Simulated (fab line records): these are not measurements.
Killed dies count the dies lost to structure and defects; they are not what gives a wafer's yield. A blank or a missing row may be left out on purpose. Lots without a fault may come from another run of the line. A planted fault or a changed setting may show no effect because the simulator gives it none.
Chamber matching :: flow n5-finfet :: N5_BEOL_M14_ILD_DEP_00 on pecvd-02 has 3 sister chambers
The step deposits SiO2 from TEOS/O2, target thk 1119.3 nm, time 237.4 s. 3 wafers are shown with their chamber, then 9 later ones without.

== WAFERS, EACH WITH ITS CHAMBER ==
wafer: L085.5
chamber: 2
showerhead-plenum-p-Torr (Torr): 8.30

wafer: L083.1
chamber: 1
showerhead-plenum-p-Torr (Torr): 8.38

wafer: L083.5
chamber: 0
showerhead-plenum-p-Torr (Torr): 8.42

== WAFERS WITHOUT THEIR CHAMBER ==
wafer: L089.1
showerhead-plenum-p-Torr (Torr): 8.43

wafer: L089.5
showerhead-plenum-p-Torr (Torr): 8.37

wafer: L089.6
showerhead-plenum-p-Torr (Torr): 8.40

wafer: L095.1
showerhead-plenum-p-Torr (Torr): 8.35

wafer: L095.4
showerhead-plenum-p-Torr (Torr): 8.32

wafer: L095.5
showerhead-plenum-p-Torr (Torr): 8.33

wafer: L096.1
showerhead-plenum-p-Torr (Torr): 8.41

wafer: L096.2
showerhead-plenum-p-Torr (Torr): 8.36

wafer: L096.4
showerhead-plenum-p-Torr (Torr): 8.33

== WHICH CHAMBER EACH ONE RAN IN ==
wafer: L089.1
from the rows above: can't be placed: 0 or 1
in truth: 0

wafer: L089.5
from the rows above: can't be placed: 1 or 0
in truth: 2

wafer: L089.6
from the rows above: can't be placed: 0 or 1
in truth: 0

wafer: L095.1
from the rows above: can't be placed: 1 or 2 or 0
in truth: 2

wafer: L095.4
from the rows above: can't be placed: 2 or 1
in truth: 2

wafer: L095.5
from the rows above: can't be placed: 2 or 1
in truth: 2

wafer: L096.1
from the rows above: can't be placed: 0 or 1
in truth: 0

wafer: L096.2
from the rows above: can't be placed: 1 or 2 or 0
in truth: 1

wafer: L096.4
from the rows above: can't be placed: 2 or 1
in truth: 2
0 of 9 placed correctly. These rows do not allow placing 9 (true chamber among the candidates in 8). Number placed wrongly: 0.
How it was worked out, from the rows above alone: a wafer's distance from a chamber is the root of the sum, over the readings, of the square of ((its reading less the chamber's mean) divided by the reading's scatter). The wafer belongs to the nearest chamber; if the next one is less than 2 further off, it can't be placed. For every chamber, the mean is computed from those of its wafers that are shown. The scatter (one wafer shown for each chamber): square how far every hidden wafer sits from the nearest shown wafer, average those squares and take the square root.
